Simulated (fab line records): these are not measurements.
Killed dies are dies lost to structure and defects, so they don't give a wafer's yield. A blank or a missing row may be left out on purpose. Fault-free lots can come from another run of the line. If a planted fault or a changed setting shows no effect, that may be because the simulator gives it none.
Struck lot and sound lot, side by side	flow nand_harc	14 out of 1302 route steps
Sound: the wafers L222.2, L222.4, L222.5. The struck wafers were L234.1, L234.5, L234.6. At the end, the cause is stated.
At each step with rows: each side's tool, then ch and its chambers, then its first start. Under that, the readings that differ: sound wafers	struck wafers	difference of the means	sigmas: that difference in standard deviations of wafers without a fault.
alike: words and numbers the same on both sides, and readings whose means are apart by under 2 such deviations; not compared: readings that were withheld, readings missing a value for some wafer, numbers with overlapping values and no deviation given by the record, and bounds like >300 which may hide the same value.
The two part at a step that has a row with sigmas, a row that says differs or no value, or rows on one side only. Numbers that don't overlap but have no deviation are shown without sigmas and don't part them. A reading missing from all wafers of one side parts the sides only when that side holds two or more wafers.

NHARC_A_STAIRCASE_DESCUM_291: chemistry O2, time 3 s.
  sound on rie_diel-01 ch 1,2,3, day 19 03:52; struck on rie_diel-01 ch 1,2, day 23 05:25
  alike: drypump_motor_current_A, oes_product_au, rf_vpp_V, showerhead_plenum_p_Torr, throttle_valve_pct
  not compared: rf_hours_counter_h
then, 1 step without rows for these wafers: NHARC_A_STAIRCASE_ETCH_292 (etches the open film in CF4/CHF3).
NHARC_A_STAIRCASE_HM_OPEN_460: chemistry O2/COS.
  sound on rie_diel-01 ch 0,3; struck on rie_diel-01 ch 0,1
reading	sound	struck	difference	sigmas
oes_product_au (a.u.)	0.969 0.983 0.980	1.007 1.013 0.993	+0.027	+2
  alike: bias_w, drypump_motor_current_A, rf_vpp_V, showerhead_plenum_p_Torr, throttle_valve_pct
  not compared: rf_hours_counter_h
then, 1 step without rows for these wafers: NHARC_A_STAIRCASE_STRIP_461 (strips in O2/COS).
NHARC_A_STAIRCASE_ETCH_452: etches the open film in CF4/O2, target depth 30 nm, overetch 3 nm, time 16.5 s.
  sound on rie_diel-01 ch 0,3; struck on rie_diel-01 ch 0,1,2
  alike: bias_w, drypump_motor_current_A, oes_ar_750_au, oes_product_au, rf_vpp_V, showerhead_plenum_p_Torr, throttle_valve_pct
  not compared: rf_hours_counter_h
NHARC_A_STAIRCASE_ETCH_294: etches the open film in C4F8/O2/Ar, target depth 4989 nm, time 1211.6 s.
  sound on rie_diel-01 ch 0,2,3; struck on rie_diel-01 ch 1,2
  alike: bias_w, oes_product_au, rf_vpp_V
  not compared: rf_hours_counter_h
then, 4 steps without rows for these wafers: NHARC_A_STAIRCASE_STRIP_295 (strips in O2); NHARC_A_STAIRCASE_STRIP_296 (strips in SPM, time 900 s); NHARC_A_STAIRCASE_PRECLEAN_297 (cleans in SC1); NHARC_A_STAIRCASE_SRD_298.
NHARC_A_STAIRCASE_HM_DEP_462: deposits aC, target thk 800 nm.
  sound on acl_dep-03 ch 0, day 19 12:55; struck on acl_dep-03 ch 0, day 23 07:47
  alike: throttle_valve_pct
NHARC_A_STAIRCASE_DEP_301: deposits SiON, target thk 30 nm.
  sound on pecvd-01 ch 0,1,2, day 19 14:30; struck on pecvd-03 ch 0,1,2, day 23 09:43
reading	sound	struck	difference	sigmas
rf_fwd_power_W (W)	348.6 349.0 349.5	390.1 390.5 389.9	+41.1	+32
  alike: heater_power_w
  not compared: since_wet_clean_h
then, 1 step without rows for these wafers: NHARC_A_STAIRCASE_DEHYDRATE_302 (time 120 s).
-- record jumps: 8 days between struck wafers' starts before vs after; left off in module A_STAIRCASE, resumes in module END, first step shown is number 1302 of the route --
NHARC_END_SORT_01:
  sound on prober-02 ch 0, day 26 23:33; struck on prober-01 ch 0, day 31 01:02
  alike: killed_at_array, killed_at_other, killed_at_periphery, killed_dies, killed_open, killed_short

## WHERE THEY PART
Earliest at NHARC_A_STAIRCASE_HM_OPEN_460; latest, in this record, at NHARC_A_STAIRCASE_DEP_301. Later steps at which nothing parts them and some readings are alike: NHARC_END_SORT_01.

WHY: whatever the simulator had introduced
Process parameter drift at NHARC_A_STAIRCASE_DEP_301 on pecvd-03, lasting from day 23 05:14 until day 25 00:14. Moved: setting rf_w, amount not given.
